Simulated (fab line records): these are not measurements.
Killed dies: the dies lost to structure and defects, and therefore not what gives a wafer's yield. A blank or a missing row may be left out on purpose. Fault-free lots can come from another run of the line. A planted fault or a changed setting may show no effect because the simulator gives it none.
Matching of chambers ; flow n5-finfet ; N5_BEOL_M5_PRE_CLEAN_77 on cvd-co-02 has 3 sister chambers
The step time 15 s. 3 wafers are shown with their chamber, then 11 later ones without.

== WAFERS WITH THEIR CHAMBER ==
wafer;chamber;heater-power-outer-w (W)
L086.2;1;10
L086.6;0;26
L089.3;2;0

== WAFERS WITHOUT THEIR CHAMBER ==
wafer;heater-power-outer-w (W)
L089.5;0
L089.6;11
L094.3;27
L094.4;26
L094.6;0
L095.1;10
L095.5;11
L095.6;0
L097.3;0
L097.4;26
L097.6;0

== THE CHAMBER EACH PASSED THROUGH ==
wafer;from the rows above;in truth
L089.5;2;2
L089.6;1;1
L094.3;0;0
L094.4;0;0
L094.6;2;2
L095.1;1;1
L095.5;1;1
L095.6;2;2
L097.3;2;2
L097.4;0;0
L097.6;2;2
Placed correctly: 11 of 11. Number that these rows cannot place: 0. Number placed wrongly: 0.
How it was worked out, from the rows above alone: a wafer's distance from a chamber is the root of the sum, over the readings, of the square of ((its reading less the chamber's mean) divided by the reading's scatter). If the next closest chamber is less than 2 further off than the closest, the wafer can't be placed; otherwise it belongs to the closest. Each chamber's mean is taken over the wafers shown for it. The scatter: with one shown wafer a chamber, the root of the mean of the squares of how far each hidden wafer lies from its nearest shown one.
